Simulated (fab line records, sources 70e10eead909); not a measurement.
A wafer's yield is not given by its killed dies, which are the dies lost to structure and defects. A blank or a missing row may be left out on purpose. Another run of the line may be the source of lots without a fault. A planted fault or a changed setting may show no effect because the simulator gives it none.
Matching of chambers    flow nand-harc    NHARC_A_CONTACT_ETCH_48 on rie-diel-07 has 4 sister chambers
The step etches the open film in CF4, target depth 39 nm, time 65 s. 22 wafers are shown with their chamber, then 11 later ones without.

== WAFERS PAIRED WITH THEIR CHAMBERS ==
wafer   chamber  showerhead-plenum-p-Torr (Torr)  drypump-motor-current-A (A)  throttle-valve-pct (%)
L077.4  1        1.72                             5.3                          13.285
L077.5  0        1.69                             5.8                          13.273
L077.6  1        1.72                             5.3                          13.297
L078.1  3        1.76                             5.3                          13.280
L078.2  0        1.69                             5.8                          13.274
L078.6  2        1.77                             5.3                          13.286
L079.2  2        1.77                             5.3                          13.279
L079.3  1        1.72                             5.3                          13.286
L079.5  1        1.72                             5.4                          13.293
L079.1  0        1.69                             5.8                          13.275
L079.4  3        1.76                             5.3                          13.286
L079.6  2        1.77                             5.2                          13.281
L083.3  1        1.72                             5.3                          13.280
L083.4  3        1.75                             5.3                          13.280
L083.6  2        1.77                             5.2                          13.278
L085.1  2        1.77                             5.2                          13.280
L085.3  3        1.75                             5.3                          13.280
L085.4  0        1.69                             5.8                          13.279
L089.1  2        1.77                             5.3                          13.283
L089.2  1        1.72                             5.3                          13.305
L089.6  0        1.69                             5.8                          13.287
L088.1  1        1.72                             5.3                          13.290

SIGNATURES, as means of the wafers listed above
reading                   chamber 0  chamber 1  chamber 2  chamber 3  scatter within a chamber
showerhead-plenum-p-Torr  1.6900     1.7200     1.7700     1.7550     0.00236
drypump-motor-current-A   5.800      5.314      5.250      5.300      0.0362
throttle-valve-pct        13.27760   13.29086   13.28117   13.28150   0.00587
Rule: a wafer lies at a distance from a chamber equal to the root of the sum of squares, over the readings, of (its reading less the chamber's mean, divided by the reading's scatter). The wafer belongs to the nearest chamber; if the next one is less than 2 further off, it can't be placed. The scatter: the root of (the sum of the squares of (reading less its chamber's mean) over the shown wafers, divided by (wafers less chambers)).

== WAFERS WHOSE CHAMBER IS MISSING ==
wafer   showerhead-plenum-p-Torr (Torr)  drypump-motor-current-A (A)  throttle-valve-pct (%)
L088.4  1.72                             5.3                          13.288
L088.5  1.69                             5.8                          13.267
L094.1  1.71                             5.3                          13.285
L094.4  1.69                             5.8                          13.286
L094.5  1.75                             5.3                          13.289
L095.2  1.68                             5.8                          13.281
L095.4  1.71                             5.3                          13.296
L095.5  1.77                             5.3                          13.274
L096.2  1.77                             5.3                          13.275
L096.4  1.75                             5.3                          13.285
L096.6  1.71                             5.3                          13.267

== WHICH CHAMBER EACH WENT THROUGH ==
wafer   from the rows above  in truth
L088.4  1                    1
L088.5  0                    0
L094.1  1                    1
L094.4  0                    0
L094.5  3                    3
L095.2  0                    0
L095.4  1                    1
L095.5  2                    2
L096.2  2                    2
L096.4  3                    3
L096.6  1                    1
11 of 11 placed correctly. Number that these rows cannot place: 0. Placed wrongly: 0.
